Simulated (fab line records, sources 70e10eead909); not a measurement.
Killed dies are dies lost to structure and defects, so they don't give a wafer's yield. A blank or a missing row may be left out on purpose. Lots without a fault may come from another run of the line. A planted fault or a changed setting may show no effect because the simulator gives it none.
Chamber matching | flow nand_harc | NHARC_A_STAIRCASE_ETCHBACK_157 on rie_diel-09: 4 sister chambers
The step etches the open film in CH3F/O2, target depth 90 nm, time 167.14 s. 4 wafers are shown with their chamber, then 7 later ones without.

WAFERS WITH THEIR CHAMBER
wafer  | chamber | drypump_motor_current_A (A)
L090.1 | 2       | 5.5
L090.3 | 3       | 6.6
L091.1 | 1       | 5.6
L091.3 | 0       | 5.3

WAFERS WITHOUT THEIR CHAMBER
wafer  | drypump_motor_current_A (A)
L091.5 | 5.5
L092.1 | 5.5
L092.2 | 5.3
L092.4 | 6.6
L097.1 | 5.4
L097.5 | 5.6
L097.6 | 5.4

WHICH CHAMBER EACH WENT THROUGH
wafer  | from the rows above          | in truth
L091.5 | can't be placed: 2 or 1      | 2
L092.1 | can't be placed: 2 or 1      | 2
L092.2 | 0                            | 0
L092.4 | 3                            | 3
L097.1 | can't be placed: 2 or 0 or 1 | 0
L097.5 | can't be placed: 1 or 2      | 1
L097.6 | can't be placed: 2 or 0 or 1 | 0
Placed correctly: 2 of 7. Can't be placed from these rows: 5 (the true chamber is among the candidates in 5). Placed wrongly: 0.
How it was worked out, from the rows above alone: a wafer's distance from a chamber is the root of the sum, over the readings, of the square of ((its reading less the chamber's mean) divided by the reading's scatter). The wafer belongs to the nearest chamber; if the next one is less than 2 further off, it can't be placed. A chamber's mean is the mean of its shown wafers. The scatter: with one shown wafer a chamber, the root of the mean of the squares of how far each hidden wafer lies from its nearest shown one.
